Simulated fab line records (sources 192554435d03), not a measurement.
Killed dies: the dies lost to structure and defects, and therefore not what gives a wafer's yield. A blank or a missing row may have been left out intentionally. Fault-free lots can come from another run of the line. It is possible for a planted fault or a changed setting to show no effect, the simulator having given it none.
fab line records ; flow n5Finfet
record: lots: 12; wafers: 34; lastDay: 17
route steps=1938 shown BEOL_M15@1814 MIM_BOT@1833 MIM_TOP@1835 PASSIVATION@1936
lots that met no fault: from a run of the same line without faults
startH: start of the lot's first displayed wafer, in hours after the record's first day ; waitH: hours elapsed since this lot's preceding step ; " the same as in the row above ; L1.1+2: a row that stands for several wafers ; - no value present, or no start provided ; * or withheld: withheld ; < > ~ a bound
route shown NAME@n: NAME is a module with steps in the file, n the number in the route of the first one ; usual: mean/standard deviation of fault-free wafers ; same: alike in all rows ; chamber/n: place in a boat ; sites: each site's reading ; _std_site: their standard deviation ; _edge_site: the outer-site mean with the inner-site mean subtracted ; radiusMm: how far each site lies from the wafer's centre ; mask NAME#n: copy n ; behind: the tool/chamber that last shaped the wafer ; hold: cause of the lot's hold/its duration in hours/its outcome ; device: which transistor (n, p or np) failed to switch ; end of line: the tests these same wafers got at the end of their route ; step lacking rows: just its recipe ; killed: not the wafer's yield, but the dies lost to structure and defects at the first sort ; map: shows each die of a wafer: x if killed, . if not, _ if none is there
set.NAME: the run value of the setting; set.NAME@STEP: its run value at that earlier step ; model.NAME: the simulator's own value behind a step, which no gauge read
the route's steps for a sample of lots (tables are steps, rows are wafers)
services: when a tool's chamber went out of use (startH, in hours from the record's first day, below 0 if earlier), for how many hours, and the reason
== steps ==
step: N5_BEOL_M15_ETCH_38
recipe: chemistry: CF4/N2; target: SiCN; targetDepthA: 1064; taperDeg: 2; timeS: 120.5; ionEnergyEv: 150; maskMaterial: SiO2; pressureMtorr: 40; sourceW: 430; biasW: 70; Ar_flow_sccm: 100; cf4FlowSccm: 60; n2FlowSccm: 60
usual: drypumpMotorCurrentA: 5.9/0.36; oesProductAu: 0.79/0.091; rfVppV: 382.0/2.6; showerheadPlenumPTorr: 2.20/0.1; throttleValvePct: 15.39/0.28
lot.wafer;tool;chamber;startH;waitH;drypumpMotorCurrentA;oesProductAu;rfHoursCounterH;rfVppV;showerheadPlenumPTorr;throttleValvePct
L415.2;rieDiel-06;3;-;-;6.5;0.90;40;381.6;2.15;14.86
L415.5;rieDiel-06;3;-;-;6.5;0.90;-;379.8;2.15;14.86
L418.1;rieDiel-06;1;-;-;5.7;0.69;248;380.4;2.09;15.81
L418.4;rieDiel-06;0;-;-;6.3;0.82;79;382.6;2.22;15.40
L418.5;rieDiel-06;1;-;-;5.7;0.69;-;379.6;2.09;15.83
L421.2;rieDiel-02;0;-;-;5.2;0.74;186;380.7;2.19;15.50
L421.4;rieDiel-02;1;-;-;6.0;0.70;-;378.6;2.07;15.48
L421.5;rieDiel-02;0;-;-;5.2;0.74;-;379.8;2.19;15.50
L420.2;rieDiel-06;0;-;-;6.3;0.82;88;382.5;2.21;15.42
L420.4;rieDiel-06;2;-;-;5.6;0.70;-;384.1;2.30;15.39
L420.6;rieDiel-06;3;-;-;6.5;0.87;-;380.5;2.15;14.88
L428.1;rieDiel-02;1;-;-;6.0;0.69;250;380.7;2.07;15.51
L428.4;rieDiel-02;3;-;-;6.2;0.80;126;378.9;2.13;15.33
L428.6;rieDiel-02;0;-;-;5.2;0.72;-;381.3;2.18;15.51
L427.3;rieDiel-06;0;-;-;6.3;0.81;99;382.6;2.21;15.44
L427.4;rieDiel-06;3;-;-;6.4;0.86;63;380.2;2.14;14.92
L427.6;rieDiel-06;0;-;-;6.3;0.80;-;381.6;2.21;15.45
L430.2;rieDiel-05;3;-;-;5.9;0.70;202;383.8;2.29;15.90
L430.4;rieDiel-05;2;-;-;6.0;0.72;-;377.8;2.02;15.23
L430.6;rieDiel-05;3;-;-;5.9;0.70;-;385.3;2.29;15.90
L431.3;rieDiel-06;0;-;-;6.3;0.80;107;383.0;2.21;15.46
L431.6;rieDiel-06;3;-;-;6.4;0.86;-;381.4;2.14;14.92
L432.1;rieDiel-02;2;-;-;5.7;0.81;98;385.4;2.32;15.55
L432.3;rieDiel-02;1;-;-;6.0;1.03;3;385.3;2.33;15.06
L432.6;rieDiel-02;3;-;-;6.2;0.79;-;380.8;2.13;15.34
L436.1;rieDiel-06;1;-;-;5.8;0.93;25;383.8;2.35;15.33
L436.3;rieDiel-06;2;-;-;5.6;0.69;210;386.2;2.29;15.44
L436.6;rieDiel-06;1;-;-;5.8;0.93;-;385.2;2.35;15.33
L435.1;rieDiel-06;1;-;-;5.8;0.93;28;385.6;2.34;15.32
L435.4;rieDiel-06;3;-;-;6.4;0.85;79;379.8;2.14;14.96
L435.5;rieDiel-06;3;-;-;6.5;0.85;-;379.5;2.14;14.96
L438.1;rieDiel-05;0;-;-;5.5;0.84;112;381.0;2.14;15.16
L438.2;rieDiel-05;3;-;-;5.9;0.69;220;384.6;2.28;15.93
L438.3;rieDiel-05;1;-;-;5.5;0.95;16;385.2;2.35;15.45
step: N5_BEOL_M15_PRE_CLEAN_42
recipe: gas: H2/He; timeS: 30; tempC: 300
usual: heaterPowerW: 452/49
lot.wafer;tool;chamber;startH;waitH;heaterPowerW
L415.2;pvdSputter-01;-;271.56;0.0;387
L415.5;pvdSputter-01;-;271.56;0.0;401
L418.1;pvdSputter-03;-;280.27;0.0;524
L418.4;pvdSputter-03;-;280.27;0.0;475
L418.5;pvdSputter-03;-;280.27;0.0;452
L421.2;pvdSputter-03;-;297.73;0.0;468
L421.4;pvdSputter-03;-;297.73;0.0;517
L421.5;pvdSputter-03;-;297.73;0.0;467
L420.2;pvdSputter-01;-;303.95;0.0;401
L420.4;pvdSputter-01;-;303.95;0.0;393
L420.6;pvdSputter-01;-;303.95;0.0;383
L427.3;pvdSputter-03;-;337.16;0.0;465
L427.4;pvdSputter-03;-;337.16;0.0;520
L427.6;pvdSputter-03;-;337.16;0.0;478
L428.1;pvdSputter-01;-;337.17;0.0;408
L428.4;pvdSputter-01;-;337.17;0.0;401
L428.6;pvdSputter-01;-;337.17;0.0;525
L430.2;pvdSputter-02;-;347.42;0.0;449
L430.4;pvdSputter-02;-;347.42;0.0;476
L430.6;pvdSputter-02;-;347.42;0.0;454
L431.3;pvdSputter-01;-;363.11;0.0;397
L431.6;pvdSputter-01;-;363.11;0.0;520
L432.1;pvdSputter-01;-;366.55;0.0;411
L432.3;pvdSputter-01;-;366.55;0.0;393
L432.6;pvdSputter-01;-;366.55;0.0;511
L436.1;pvdSputter-03;-;384.70;0.0;542
L436.3;pvdSputter-03;-;384.70;0.0;555
L436.6;pvdSputter-03;-;384.70;0.0;464
L435.1;pvdSputter-02;-;392.04;0.0;458
L435.4;pvdSputter-02;-;392.04;0.0;396
L435.5;pvdSputter-02;-;392.04;0.0;468
L438.1;pvdSputter-02;-;396.54;0.0;451
L438.2;pvdSputter-02;-;396.54;0.0;475
L438.3;pvdSputter-02;-;396.54;0.0;445
step: N5_MIM_BOT_SPUTTER_00
recipe: material: TiN; targetThkA: 350; tempC: 200; powerW: 3000; chamberPressurePa: 0.49996; gas: Ar; reactivePartialPa: 0.37997; timeS: 89.7
usual: throttleValvePct: 30.5/1
lot.wafer;tool;chamber;startH;waitH;throttleValvePct
L415.2;pvdSputter-01;-;277.07;0.0;30.8
L415.5;pvdSputter-01;-;277.07;0.0;30.6
L418.1;pvdSputter-01;-;285.72;0.0;30.3
L418.4;pvdSputter-01;-;285.72;0.0;30.7
L418.5;pvdSputter-01;-;285.72;0.0;30.5
L421.2;pvdSputter-02;-;300.58;0.0;29.5
L421.4;pvdSputter-02;-;300.58;0.0;32.5
L421.5;pvdSputter-02;-;300.58;0.0;32.6
L420.2;pvdSputter-02;-;308.12;0.0;32.5
L420.4;pvdSputter-02;-;308.12;0.0;29.4
L420.6;pvdSputter-02;-;308.12;0.0;32.5
L427.3;pvdSputter-01;-;340.07;0.0;30.6
L427.4;pvdSputter-01;-;340.07;0.0;30.7
L427.6;pvdSputter-01;-;340.07;0.0;30.3
L428.1;pvdSputter-02;-;340.11;0.0;29.5
L428.4;pvdSputter-02;-;340.11;0.0;29.1
L428.6;pvdSputter-02;-;340.11;0.0;32.4
L430.2;pvdSputter-03;-;350.59;0.0;30.4
L430.4;pvdSputter-03;-;350.59;0.0;29.3
L430.6;pvdSputter-03;-;350.59;0.0;29.8
L431.3;pvdSputter-02;-;366.21;0.0;32.6
L431.6;pvdSputter-02;-;366.21;0.0;29.5
L432.1;pvdSputter-03;-;369.04;0.0;30.3
L432.3;pvdSputter-03;-;369.04;0.0;30.6
L432.6;pvdSputter-03;-;369.04;0.0;30.4
L436.1;pvdSputter-02;-;387.44;0.0;29.4
L436.3;pvdSputter-02;-;387.44;0.0;29.3
L436.6;pvdSputter-02;-;387.44;0.0;31.1
L435.1;pvdSputter-02;-;396.32;0.0;32.7
L435.4;pvdSputter-02;-;396.32;0.0;30.9
L435.5;pvdSputter-02;-;396.32;0.0;29.6
L438.1;pvdSputter-02;-;399.72;0.0;32.5
L438.2;pvdSputter-02;-;399.72;0.0;29.7
L438.3;pvdSputter-02;-;399.72;0.0;30.9
step: N5_MIM_TOP_ALD_01
recipe: material: HfO2; targetThkA: 56; tempC: withheld; aldPrecursorFamily: Hf-amide; aldCoReactant: O3; pulseTimeS: 1; purgeTimeS: 3; coReactantPurgeTimeS: 2; coReactantPulseTimeS: 3; aldCycles: 62
usual: aldCycles: 62/0; precursorPulseHeightRel: 0.998/0.02
lot.wafer;tool;chamber;startH;waitH;aldCycles;precursorPulseHeightRel;sinceWetCleanH
L415.2;aldHk-01;1;277;-;62;0.979;1157
L415.5;aldHk-01;2;277;-;62;1.007;-
L418.1;aldHk-02;2;285;-;62;1.016;256
L418.4;aldHk-02;1;285;-;62;0.991;256
L418.5;aldHk-02;1;286;-;62;1.030;-
L421.2;aldHk-02;3;300;-;62;1.000;271
L421.4;aldHk-02;0;300;-;62;0.992;271
L421.5;aldHk-02;0;300;-;62;1.007;-
L420.2;aldHk-01;2;308;-;62;0.998;1188
L420.4;aldHk-01;1;308;-;62;1.013;1188
L420.6;aldHk-01;3;308;-;62;1.006;-
L427.3;aldHk-02;1;340;-;62;1.003;310
L427.4;aldHk-02;2;340;-;62;0.999;310
L427.6;aldHk-02;3;340;-;65;1.014;-
L428.1;aldHk-03;3;340;-;62;1.001;2116
L428.4;aldHk-03;1;340;-;62;1.003;2116
L428.6;aldHk-03;2;340;-;62;1.008;-
L430.2;aldHk-02;3;350;-;62;1.045;321
L430.4;aldHk-02;0;350;-;62;0.982;321
L430.6;aldHk-02;1;350;-;65;0.986;-
L431.3;aldHk-01;3;366;-;62;0.989;1246
L431.6;aldHk-01;3;366;-;62;0.991;-
L432.1;aldHk-03;0;369;-;62;0.984;2145
L432.3;aldHk-03;1;369;-;62;1.015;2145
L432.6;aldHk-03;3;369;-;62;0.983;-
L436.1;aldHk-01;3;387;-;62;1.008;1268
L436.3;aldHk-01;2;387;-;62;0.968;1268
L436.6;aldHk-01;3;387;-;62;0.994;-
L435.1;aldHk-01;2;396;-;62;1.022;1277
L435.4;aldHk-01;1;396;-;62;1.014;1277
L435.5;aldHk-01;3;396;-;62;1.021;-
L438.1;aldHk-03;3;399;-;62;1.022;2176
L438.2;aldHk-03;1;399;-;62;1.016;2176
L438.3;aldHk-03;0;399;-;62;0.981;2176
step: N5_PASSIVATION_PROBE_49
usual: defectLimitedYield: 91.1/1.4; killed_at_M0_to_M3: 36/9.9; killed_at_M4_up: 13/5.8; killedAtContacts: 14/5.9; killedAtFrontEnd: 39/11; killedAtOther: 3.4/2.9; killedDies: 105/17; killedOpen: 70/13; killedShort: 34/7.3; sort_bin_5_function: 5.3/1; sort_bin_6_memory: 3.3/0.62; sortNPass: 1075/17; sortYieldPct: 91.1/1.4
same: grossDies: 1180; killedAtBackSide: 0; sort_bin_4_leakage[%]: 0; sort_bin_8_speed[%]: 0
lot.wafer;tool;chamber;startH;waitH;defectLimitedYield[%];killed_at_M0_to_M3;killed_at_M4_up;killedAtContacts;killedAtFrontEnd;killedAtOther;killedDies;killedOpen;killedShort;sort_bin_5_function[%];sort_bin_6_memory[%];sortNPass;sortYieldPct[%]
L418.1;prober-01;-;297.32;0.0;90.3;36;5;17;54;3;115;77;38;5.3;4.3;1065;90.3
L418.4;prober-01;-;297.47;0.2;92.7;29;6;14;37;0;86;61;25;4.7;2.3;1094;92.7
L418.5;prober-01;-;297.52;0.2;91.8;44;5;6;41;1;97;67;30;4.7;3.1;1083;91.8
L427.3;prober-02;-;355.19;0.1;91.5;37;9;12;40;2;100;72;27;4.7;3.5;1080;91.5
L427.4;prober-02;-;355.24;0.2;91.5;37;16;7;38;2;100;61;38;5.0;3.1;1080;91.5
L427.6;prober-02;-;355.34;0.3;93.5;23;9;5;38;2;77;49;28;3.8;2.6;1103;93.5
L430.2;prober-01;-;363.23;0.1;92.4;31;8;18;30;3;90;46;31;4.2;2.2;1090;92.4
L430.4;prober-01;-;363.33;0.2;90.6;45;6;10;49;1;111;60;48;5.6;3.5;1069;90.6
L430.6;prober-01;-;363.43;0.3;92.6;39;9;13;26;0;87;60;26;4.0;3.1;1093;92.6
L438.1;prober-02;-;414.09;0.0;91.4;34;8;14;39;7;102;57;45;4.3;3.7;1078;91.4
L438.2;prober-02;-;414.14;0.1;91.8;34;10;9;41;3;97;64;33;4.7;3.5;1083;91.8
L438.3;prober-02;-;414.19;0.1;91.8;32;5;10;41;9;97;56;39;5.5;2.4;1083;91.8
killed by level:class
L418.1 STI_FIN_REVEAL:geometricParticle:open=21 MOL_CONTACT_COAG:geometricParticle:open=15 BEOL_M3:geometricParticle:open=8 FIN_SAQP:geometricParticle:open=7 BEOL_M1:geometricParticle:open=7 FIN_SAQP:geometricParticle:short=6 BEOL_M3:geometricParticle:short=5 DUMMY_GATE:geometricParticle:open=4
L418.4 MOL_CONTACT_COAG:geometricParticle:open=12 BEOL_M3:geometricParticle:open=11 FIN_SAQP:geometricParticle:open=9 FIN_SAQP:geometricParticle:short=7 STI_FIN_REVEAL:geometricParticle:open=6 BEOL_M0_SAQP:geometricParticle:open=5 BEOL_M0_SAQP:geometricParticle:short=5 FIN_CUT:geometricParticle:short=3
L418.5 BEOL_M1:geometricParticle:open=10 BEOL_M3:geometricParticle:open=9 FIN_SAQP:geometricParticle:open=8 BEOL_M2:geometricParticle:open=7 BEOL_M0_SAQP:geometricParticle:short=7 BEOL_M0_SAQP:geometricParticle:open=7 FIN_SAQP:geometricParticle:short=5 STI_FIN_REVEAL:geometricParticle:open=5
L427.3 STI_FIN_REVEAL:geometricParticle:open=19 BEOL_M0_SAQP:geometricParticle:open=14 MOL_CONTACT_COAG:geometricParticle:open=10 FIN_SAQP:geometricParticle:open=8 BEOL_M0_SAQP:geometricParticle:short=7 BEOL_M2:geometricParticle:open=6 GATE_CUT:geometricParticle:short=5 FIN_SAQP:geometricParticle:short=3
L427.4 BEOL_M0_SAQP:geometricParticle:open=17 BEOL_M4:geometricParticle:open=11 BEOL_M0_SAQP:geometricParticle:short=10 FIN_SAQP:geometricParticle:short=8 BEOL_M3:geometricParticle:short=7 FIN_SAQP:geometricParticle:open=6 STI_FIN_REVEAL:geometricParticle:open=6 GATE_CUT:geometricParticle:short=5
L427.6 STI_FIN_REVEAL:geometricParticle:open=12 BEOL_M0_SAQP:geometricParticle:open=11 FIN_SAQP:geometricParticle:short=9 BEOL_M0_SAQP:geometricParticle:short=7 MOL_CONTACT_COAG:geometricParticle:open=5 FIN_SAQP:geometricParticle:open=4 GATE_CUT:geometricParticle:short=4 STI_FIN_REVEAL:geometricParticle:short=3
L430.2 HKMG_FIN:areaEtch=13 MOL_CONTACT_COAG:geometricParticle:short=9 MOL_CONTACT_COAG:geometricParticle:open=9 BEOL_M0_SAQP:geometricParticle:short=9 BEOL_M0_SAQP:geometricParticle:open=8 GATE_CUT:geometricParticle:open=5 BEOL_M3:geometricParticle:short=4 BEOL_M2:geometricParticle:short=3
L430.4 BEOL_M0_SAQP:geometricParticle:short=13 FIN_SAQP:geometricParticle:short=11 STI_FIN_REVEAL:geometricParticle:open=10 BEOL_M0_SAQP:geometricParticle:open=8 BEOL_M2:geometricParticle:open=8 FIN_SAQP:geometricParticle:open=7 MOL_CONTACT_COAG:geometricParticle:open=7 STI_FIN_REVEAL:geometricParticle:short=6
L430.6 BEOL_M1:geometricParticle:open=13 BEOL_M0_SAQP:geometricParticle:open=9 MOL_CONTACT_COAG:geometricParticle:open=9 GATE_CUT:geometricParticle:short=7 BEOL_M2:geometricParticle:open=6 DUMMY_GATE:geometricParticle:open=5 FIN_SAQP:geometricParticle:short=4 STI_FIN_REVEAL:geometricParticle:open=4
L438.1 STI_FIN_REVEAL:geometricParticle:open=12 MOL_CONTACT_COAG:geometricParticle:open=12 FIN_SAQP:geometricParticle:short=11 BEOL_M0_SAQP:geometricParticle:short=11 BEOL_M0_SAQP:geometricParticle:open=9 BEOL_M0:geometricParticle:open=7 FIN_SAQP:geometricParticle:open=5 GATE_CUT:geometricParticle:short=4
L438.2 STI_FIN_REVEAL:geometricParticle:open=11 FIN_SAQP:geometricParticle:short=10 BEOL_M0_SAQP:geometricParticle:open=10 MOL_CONTACT_COAG:geometricParticle:open=8 BEOL_M0_SAQP:geometricParticle:short=8 FIN_SAQP:geometricParticle:open=5 BEOL_M0:geometricParticle:open=5 BEOL_M3:geometricParticle:open=4
L438.3 FIN_SAQP:geometricParticle:open=12 FIN_SAQP:geometricParticle:short=10 MOL_CONTACT_COAG:geometricParticle:open=10 BEOL_M0_SAQP:geometricParticle:short=10 BEOL_M0_SAQP:geometricParticle:open=7 BEOL_M1:geometricParticle:open=6 GATE_CUT:geometricParticle:short=5 STI_FIN_REVEAL:geometricParticle:open=4
== services ==
tool;chamber;startH;hours;kind
rieDiel-02;-;257.21;15.6;pm
rieDiel-05;0;261.54;19.9;repair
rieDiel-06;2;264.89;6.7;repair
rieDiel-02;0;278.05;4.4;repair
rieDiel-06;1;287.76;-;clean
rieDiel-06;1;287.76;-;consumableReplace:focusRing
rieDiel-06;1;287.76;-;consumableReplace:showerhead
rieDiel-06;1;287.76;16.5;scheduledDown
rieDiel-06;1;287.76;16.5;ventCycle
aldHk-01;-;291.53;0.7;repair
rieDiel-05;-;298.29;4.3;pm
rieDiel-06;2;307.35;1.8;repair
rieDiel-06;2;309.34;9.4;repair
rieDiel-02;1;337.28;-;clean
rieDiel-02;1;337.28;-;consumableReplace:focusRing
rieDiel-02;1;337.28;-;consumableReplace:showerhead
rieDiel-02;1;337.28;20.4;scheduledDown
rieDiel-02;1;337.28;20.4;ventCycle
rieDiel-02;3;348.17;1.7;repair
rieDiel-06;3;351.73;3.7;repair
rieDiel-05;0;365.05;20.0;repair
rieDiel-06;0;370.50;2.6;repair
pvdSputter-02;-;371.63;0.5;repair
aldHk-02;-;382.57;0.5;repair
== key ==
firstSign: step: N5_MIM_TOP_ALD_01; reading: aldCycles; direction: up; sigmas: 99+; usual: *; struck: *
effect none on later readings
metAt N5_MIM_TOP_ALD_01
struckLots L427,L430
struckWafers L427.6,L430.6
baselineLoss: step: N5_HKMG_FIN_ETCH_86; wafers: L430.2
notActingAt N5_BEOL_M15_ETCH_38,N5_BEOL_M15_PRE_CLEAN_42,N5_MIM_BOT_SPUTTER_00
onsetBetween 300 340
fault: kind: processParameterDrift; tool: aldHk-02; chamber: -; onsetH: 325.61; steps: N5_MIM_TOP_ALD_01; channel: aldCycles; offset: *; shape: step; endH: 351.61; scope: struckWafersOnly; actsIn: *; stated: *
baselineLoss: these wafers lose ten dies or more at that step, a loss of the line's own and not of a fault; the sort's usual values leave them out
